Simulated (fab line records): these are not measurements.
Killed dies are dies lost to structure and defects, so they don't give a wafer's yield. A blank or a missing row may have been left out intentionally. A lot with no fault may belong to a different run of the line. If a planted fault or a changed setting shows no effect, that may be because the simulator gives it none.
Split-lot study -- flow n5_finfet -- route with 1938 steps; 7 lots, 21 wafers read

ON THE SPLIT
At N5_BEOL_M6_EXPOSE_25 (exposes mask V5, target cd 40 nm), the setting dose_mj was moved away from the recipe's 45 on 3 of the 21 wafers read, by -6.8% to -4.4%. The other wafers ran this setting at the recipe's value.

FROM THE SPLIT TO THE READING: what the file shows between them, 2 steps
- N5_BEOL_M6_PEB_26: peb time 60 s
- N5_BEOL_M6_DEVELOP_27: develop time 30 s

THE READING
At N5_BEOL_M6_CD_MEAS_28: cd_nm in nanometres, against a target cd of 40 nm. On this fab line, fault-free wafers typically give 40.02 nm with a standard deviation of 0.3 nm.

wafer,"tool, chamber at the split",dose_mj as run,against the recipe,"cd_nm, nm",against lot-mates on the recipe
L076.1,"euv_scanner-02, 0",45,recipe,40.42,-
L076.5,"euv_scanner-02, 0",45,recipe,39.91,-
L076.6,"euv_scanner-02, 0",45,recipe,39.84,-
L080.2,"euv_scanner-01, 0",45,recipe,39.56,-
L080.4,"euv_scanner-01, 0",45,recipe,39.47,-
L080.5,"euv_scanner-01, 0",45,recipe,40.07,-
L081.2,"euv_scanner-01, 0",45,recipe,40.38,-
L081.3,"euv_scanner-01, 0",45,recipe,40.24,-
L081.4,"euv_scanner-01, 0",45,recipe,40.37,-
L084.3,"euv_scanner-01, 0",41.93,-6.8%,38.29,-1.73
L084.5,"euv_scanner-01, 0",45,recipe,39.93,-
L084.6,"euv_scanner-01, 0",45,recipe,40.12,-
L091.1,"euv_scanner-02, 0",45,recipe,39.80,-
L091.4,"euv_scanner-02, 0",45,recipe,39.68,-
L091.5,"euv_scanner-02, 0",45,recipe,39.82,-
L093.3,"euv_scanner-02, 0",43.04,-4.4%,38.52,-1.47
L093.5,"euv_scanner-02, 0",45,recipe,39.99,-
L093.6,"euv_scanner-02, 0",43.04,-4.4%,38.68,-1.31
L094.1,"euv_scanner-02, 0",45,recipe,39.73,-
L094.2,"euv_scanner-02, 0",45,recipe,39.95,-
L094.5,"euv_scanner-02, 0",45,recipe,39.58,-

FIT RESULTS
A straight line over all 21 wafers: cd_nm changes by +0.27 nm for each +1% of dose_mj; r = +0.88; the points scatter about the line by 0.28 nm.
The same after taking each lot's own level away (the mean of its wafers on the recipe; 21 wafers): +0.282 nm for each +1%; r = +0.95; scatter 0.18 nm.
That fit puts the effect of the largest move of dose_mj on the reading at 1.9 nm.
From 39.700 to 40.330 nm: that is the span of the lots' own levels, equal to 2.1 times the standard deviation above.
The two slopes are in agreement: the lot-to-lot level therefore moves the slope only a little.
Check: for one of the wafers moved furthest among these (-6.8%), held out of the fit, the line's prediction against its lot-mates is -2.18 nm. It came out at -1.73 nm against them.

OTHER SPLITS ON THESE WAFERS
Note: prior to the reading, these wafers also went through further splits. Each is held against what the fit with the lots' levels taken away leaves over:
other split on the same wafers,wafers away from the commonest value,r with cd_nm (lot level and that fit taken away)
N5_BEOL_M0_CUTY_ETCH_63 source_w,8,+0.18
N5_BEOL_M2_ETCH_69 bias_w,5,+0.13
N5_BEOL_M4_COAT_62 spin_rpm,3,-0.14
N5_BEOL_M5_ETCH_68 bias_w,9,+0.05
N5_BEOL_M5_TRENCH_ETCH_37 time_s,10,+0.21
N5_BEOL_M6_ETCH_62 bias_w,8,-0.05

THE WHOLE CHAIN: every reading that the file lists as answering this split, in the file's order
step,what it does,reading,change (the file's fit),r (the file's)
N5_BEOL_M6_CD_MEAS_28,target cd 40 nm,cd_nm,+0.274 nm for each +1% of the setting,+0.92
N5_BEOL_M6_DESCUM_33,"chemistry O2, time 7 s","BEOL_M6.cd_nm (the simulator's own value, which no gauge read)",+0.251 nm for each +1% of the setting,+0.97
N5_BEOL_M6_ETCH_72,"etches underlayer in N2/H2, target depth 6.5 nm, time 5.2 s","BEOL_M6.cd_nm (the simulator's own value, which no gauge read)",+0.213 nm for each +1% of the setting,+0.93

THE FILE'S OWN FIT
cd_nm changes by +0.274 nm for each +1% of dose_mj, r = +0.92.
